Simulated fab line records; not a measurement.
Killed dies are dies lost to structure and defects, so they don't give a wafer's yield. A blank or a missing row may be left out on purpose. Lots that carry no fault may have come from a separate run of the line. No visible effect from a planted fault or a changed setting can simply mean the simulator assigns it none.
Struck lot and sound lot, side by side / flow n5 finfet / 22 out of 1938 route steps
Sound: these wafers, L420.2, L420.3, L420.6. Struck: wafers L436.2, L436.4, L436.5. The cause is given at the end.
Each step with rows lists, per side, the tool, then ch with its chambers, then its first start. Under that, the readings that differ: sound wafers / struck wafers / difference of the means / sigmas: that difference in standard deviations of wafers without a fault.
alike: words and numbers the same on both sides, and readings whose means are apart by under 2 such deviations; not compared: readings that were withheld, readings missing a value for some wafer, numbers with overlapping values and no deviation given by the record, and bounds like >300 which may hide the same value.
A row with sigmas, a row that says differs or no value, or rows on one side alone: a step with any of these is where the two part. When numbers do not overlap yet have no deviation, they are printed without sigmas and do not part them. A reading missing from all wafers of one side parts the sides only when that side holds two or more wafers.

first, 8 steps without rows for these wafers: N5_BEOL_M9_DESCUM_16 (chemistry O2, time 7.9 s); N5_BEOL_M9_ETCH_61 (etches SiARC in CF4, target depth 39 nm, time 65 s); N5_BEOL_M9_ETCH_62 (etches SOC in N2/H2, target depth 110 nm, overetch 22 nm, time 165 s); N5_BEOL_M9_STRIP_68 (strips in N2/H2); N5_BEOL_M9_STRIP_67 (strips in CF4); N5_BEOL_M9_HM_OPEN_17 (chemistry Cl2/BCl3, target TiN, target depth 20 nm, overetch 6 nm); N5_BEOL_M9_STRIP_19 (strips in O2); N5_BEOL_M9_COAT_63 (time 60 s, resist thk 60 nm).
N5_BEOL_M9_COAT_64: time 60 s, resist thk 12 nm.
  sound on litho track-05 ch 0, day 10 04:20; struck on litho track-05 ch 0, day 14 10:26
reading=spin speed rpm (rpm); sound=1500.2 1500.2 1500.6; struck=1573.7 1574.2 1574.7; difference=+73.9; sigmas=+67
  alike: heater power total W, resist line temp C
then, 9 steps without rows for these wafers: N5_BEOL_M9_COAT_75 (time 60 s, resist thk 5 nm); N5_BEOL_M9_COAT_22 (resist thk 30 nm); N5_BEOL_M9_EBR_24; N5_BEOL_M9_SOFTBAKE_23 (time 60 s); N5_BEOL_M9_EXPOSE_25 (exposes mask V8); N5_BEOL_M9_PEB_26 (peb time 60 s); N5_BEOL_M9_DEVELOP_27 (develop time 30 s); N5_BEOL_M9_DESCUM_33 (chemistry O2, time 7 s); N5_BEOL_M9_ETCH_76 (etches underlayer in N2/H2, target depth 6.5 nm, time 5.2 s).
N5_BEOL_M9_ETCH_65: etches SiARC in CF4, target depth 15.6 nm, time 26 s.
  sound on rie diel-04 ch 0,2,3, day 10 05:05; struck on rie diel-03 ch 1,2,3, day 14 11:01
reading=etch rf on time s (s); sound=26.3 26.4 26.6; struck=25.2 24.8 25.5; difference=-1.3; sigmas=-3
reading=model.CAR-EUV_of_BEOL_M9_COAT_22.thk nm (nm); sound=11.2 11 11; struck=11.4 11.4 11.4; difference=+0.3; sigmas=
reading=model.etch.depth nm (nm); sound=12.04 12.06 12.04; struck=11.74 11.73 11.73; difference=-0.31; sigmas=
  alike: drypump motor current A, oes product au, rf vpp V, showerhead plenum p Torr, throttle valve pct
  not compared: rf hours counter h
N5_BEOL_M9_ETCH_66: etches SOC in N2/H2, target depth 80 nm, overetch 16 nm, time 120 s.
  sound on rie diel-04 ch 0,2,3, day 10 05:07; struck on rie diel-03 ch 1,2,3, day 14 11:02
reading=model.SiARC_of_BEOL_M9_COAT_64.thk nm (nm); sound=6.4 6.4 6.6; struck=6.2 6.2 6.2; difference=-0.3; sigmas=
  alike: drypump motor current A, oes product au, rf vpp V, showerhead plenum p Torr, throttle valve pct
  not compared: rf hours counter h
then, 1 step without rows for these wafers: N5_BEOL_M9_STRIP_69 (strips in N2/H2).
N5_PASSIVATION_PROBE_49:
  rows exist in the record for the sound wafers here (prober-01, day 12 19:44), none for the struck ones

== WHERE THEY PART ==
Last at N5_PASSIVATION_PROBE_49 as far as this record goes, first at N5_BEOL_M9_COAT_64.

WHY: what had been put in by the simulator
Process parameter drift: litho track-05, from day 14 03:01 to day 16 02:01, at N5_BEOL_M9_COAT_64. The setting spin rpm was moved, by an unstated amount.
